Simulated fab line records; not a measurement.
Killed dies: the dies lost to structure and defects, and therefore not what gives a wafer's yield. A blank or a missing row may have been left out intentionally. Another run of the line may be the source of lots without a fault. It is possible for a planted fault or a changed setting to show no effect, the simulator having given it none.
Chamber matching + flow n5-finfet + 3 sister chambers for N5_HKMG_FIN_CVD_62 on thermal-cvd-si-02
The step deposits a-Si from Si2H6, target thk 3 nm, time 20.8 s. 6 wafers are shown with their chamber, then 12 later ones without.

WAFERS PAIRED WITH THEIR CHAMBERS
| wafer  | chamber | heater-power-w (W) |
|--------|---------|--------------------|
| L085.4 | 1       | 1455               |
| L087.5 | 0       | 1376               |
| L087.6 | 2       | 1349               |
| L089.1 | 1       | 1456               |
| L089.3 | 2       | 1378               |
| L089.5 | 0       | 1352               |

WAFERS WHOSE CHAMBER IS MISSING
| wafer  | heater-power-w (W) |
|--------|--------------------|
| L091.1 | 1365               |
| L091.3 | 1451               |
| L091.5 | 1373               |
| L093.1 | 1372               |
| L093.3 | 1353               |
| L093.4 | 1476               |
| L095.2 | 1365               |
| L095.3 | 1472               |
| L095.5 | 1425               |
| L097.2 | 1433               |
| L097.3 | 1382               |
| L097.6 | 1469               |

EACH ONE'S CHAMBER
| wafer  | from the rows above     | in truth |
|--------|-------------------------|----------|
| L091.1 | can't be placed: 0 or 2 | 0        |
| L091.3 | 1                       | 1        |
| L091.5 | can't be placed: 0 or 2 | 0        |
| L093.1 | can't be placed: 0 or 2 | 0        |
| L093.3 | can't be placed: 2 or 0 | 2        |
| L093.4 | 1                       | 1        |
| L095.2 | can't be placed: 0 or 2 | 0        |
| L095.3 | 1                       | 1        |
| L095.5 | can't be placed: 1 or 0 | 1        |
| L097.2 | 1                       | 1        |
| L097.3 | can't be placed: 0 or 2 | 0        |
| L097.6 | 1                       | 1        |
5 of 12 placed correctly. Not placeable from these rows: 7 (in 7, the candidates include the true chamber). 0 placed wrongly.
How it was worked out, from the rows above alone: a wafer's distance from a chamber is the root of the sum, over the readings, of the square of ((its reading less the chamber's mean) divided by the reading's scatter). The wafer belongs to the nearest chamber; if the next one is less than 2 further off, it can't be placed. For every chamber, the mean is computed from those of its wafers that are shown. The scatter is the square root of a quotient: the sum, over the shown wafers, of each reading's squared deviation from its chamber's mean, divided by wafers minus chambers.
